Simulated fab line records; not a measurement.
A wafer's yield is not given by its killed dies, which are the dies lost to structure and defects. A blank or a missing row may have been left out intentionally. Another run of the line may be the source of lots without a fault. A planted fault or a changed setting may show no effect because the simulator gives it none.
Matching of chambers | flow n5Finfet | N5_BEOL_M4_PECVD_72 on pecvd-03 has 3 sister chambers
The step deposits SiO2 from TEOS/O2, target thk 16 nm, time 18 s. 3 wafers are shown with their chamber, then 9 later ones without.

WAFERS WITH THEIR CHAMBER
wafer  | chamber | throttleValvePct (%)
L079.6 | 2       | 21.5
L084.3 | 1       | 22.7
L084.6 | 0       | 24.2

WAFERS MISSING THEIR CHAMBER
wafer  | throttleValvePct (%)
L085.2 | 24.4
L085.4 | 22.8
L085.5 | 21.9
L088.1 | 24.3
L088.5 | 22.0
L088.6 | 22.9
L095.2 | 22.6
L095.5 | 22.3
L095.6 | 24.5

WHICH CHAMBER EACH ONE RAN IN
wafer  | from the rows above     | in truth
L085.2 | 0                       | 0
L085.4 | 1                       | 1
L085.5 | can't be placed: 2 or 1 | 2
L088.1 | 0                       | 0
L088.5 | can't be placed: 2 or 1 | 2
L088.6 | 1                       | 1
L095.2 | 1                       | 1
L095.5 | can't be placed: 1 or 2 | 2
L095.6 | 0                       | 0
Placed correctly: 6 of 9. Not placeable from these rows: 3 (in 3, the candidates include the true chamber). 0 placed wrongly.
How it was worked out, from the rows above alone: a wafer's distance from a chamber is the root of the sum, over the readings, of the square of ((its reading less the chamber's mean) divided by the reading's scatter). If the next closest chamber is less than 2 further off than the closest, the wafer can't be placed; otherwise it belongs to the closest. The mean given for a chamber averages the wafers shown for that chamber. The scatter: root of mean squared gap, hidden wafer to nearest shown wafer, with one shown wafer a chamber.
